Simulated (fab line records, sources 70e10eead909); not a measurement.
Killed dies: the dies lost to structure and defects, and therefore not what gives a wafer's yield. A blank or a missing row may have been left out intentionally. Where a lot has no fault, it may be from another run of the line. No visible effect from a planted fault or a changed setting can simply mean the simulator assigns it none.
3 desks, one fault :: flow nand harc :: what lay behind the numbers comes last; until then each desk has only its own

== AT THE METROLOGY DESK ==
Lot by lot, what the gauges showed, no matter which tool ran the lot: averages of those sampled wafers that carry a number. If a lot's mean is further than 4 standard deviations from the usual mean, the lot is out of limits and carries the mark OUT (the distance appears in the brackets).
Columns: A = thk nm at NHARC_A_BONDPAD_THK_MEAS_30, usual 199.6 nm
lot: L905
first seen here: day 18 01:13
A: 198.5

lot: L908
first seen here: day 18 05:39
A: 200.4

lot: L904
first seen here: day 18 08:10
A: 197.9

lot: L906
first seen here: day 18 13:40
A: 199.3

lot: L910
first seen here: day 19 01:16
A: 198.8

lot: L911
first seen here: day 19 06:04
A: 198.3

lot: L912
first seen here: day 19 22:14
A: 199.0

lot: L913
first seen here: day 20 05:25
A: 199.5

lot: L914
first seen here: day 20 10:24
A: 200.4

lot: L918
first seen here: day 21 04:32
A: 201.5

lot: L919
first seen here: day 21 07:13
A: 199.8

lot: L917
first seen here: day 21 10:31
A: 199.6
Result from this desk: across the 12 lots, nothing is out of limits.

== THE TOOL OWNER'S DESK: cmp-01 ==
The tool's own readings at NHARC_A_M1_CMP_23 (polishes, t overpolish 20 s, target thk 154.34 nm): means of the sampled wafers that have a number, for each lot that ran on this tool. If a lot's mean is further than 4 standard deviations from the usual mean, the lot is out of limits and carries the mark OUT (the distance appears in the brackets).
Columns: A = motor current A at NHARC_A_M1_CMP_23, usual 11.5 A; B = time to endpoint s at NHARC_A_M1_CMP_23, usual 27.9 s
lot: L905
first seen here: day 17 23:16
A: 11.3
B: 27.6

lot: L904
first seen here: day 18 06:18
A: 11.3
B: 28.8

lot: L906
first seen here: day 18 11:34
A: 11.3
B: 27.2

lot: L910
first seen here: day 18 23:27
A: 12.6
B: 29.5

lot: L913
first seen here: day 20 03:35
A: 11.8
B: 29.2

lot: L918
first seen here: day 21 02:44
A: 11.5
B: 30.8

lot: L921
first seen here: day 22 06:02
A: 12.3
B: 37.8
Result from this desk: across the 7 lots, nothing is out of limits.

== THE DEFECT DESK ==
Lot by lot, what the route's inspections counted, given as the mean of those sampled wafers with a number. If a lot's mean is further than 4 standard deviations from the usual mean, the lot is out of limits and carries the mark OUT (the distance appears in the brackets).
Columns: A = raw defect count at NHARC_A_M1_INSPECT_27, usual 443
lot: L905
first seen here: day 17 23:44
A: 448

lot: L908
first seen here: day 18 04:17
A: 459

lot: L904
first seen here: day 18 06:46
A: 401

lot: L906
first seen here: day 18 12:02
A: 353

lot: L910
first seen here: day 18 23:54
A: 555

lot: L911
first seen here: day 19 04:40
A: 449

lot: L912
first seen here: day 19 20:52
A: 418

lot: L913
first seen here: day 20 04:02
A: 339

lot: L914
first seen here: day 20 09:01
A: 496

lot: L918
first seen here: day 21 03:11
A: 415

lot: L919
first seen here: day 21 05:38
A: 523

lot: L917
first seen here: day 21 09:10
A: 492

lot: L921
first seen here: day 22 06:30
A: 4770 (+44) OUT
Finding of this desk: L921 out of limits; the first was L921 at day 22 06:30, on raw defect count at NHARC_A_M1_INSPECT_27. In limits: L905, L908, L904, L906, L910, L911, L912, L913, L914, L918, L919, L917.

== TAKEN TOGETHER ==
The defect desk could have raised an alarm at day 22 06:30, on L921.
From the metrology desk's view, nothing was out of limits.
The tool owner's desk saw nothing out of limits.
The metrology desk has no number on record for L921.
On record at the tool owner's desk: L921, within its limits.
Every lot named ran NHARC_A_M1_CMP_23 on cmp-01.

== WHAT HAD BEEN PUT IN BY THE SIMULATOR ==
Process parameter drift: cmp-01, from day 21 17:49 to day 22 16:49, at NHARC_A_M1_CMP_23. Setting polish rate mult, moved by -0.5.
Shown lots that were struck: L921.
Hours from the fault's start to each desk's first reading out of limits: the defect desk, 13.
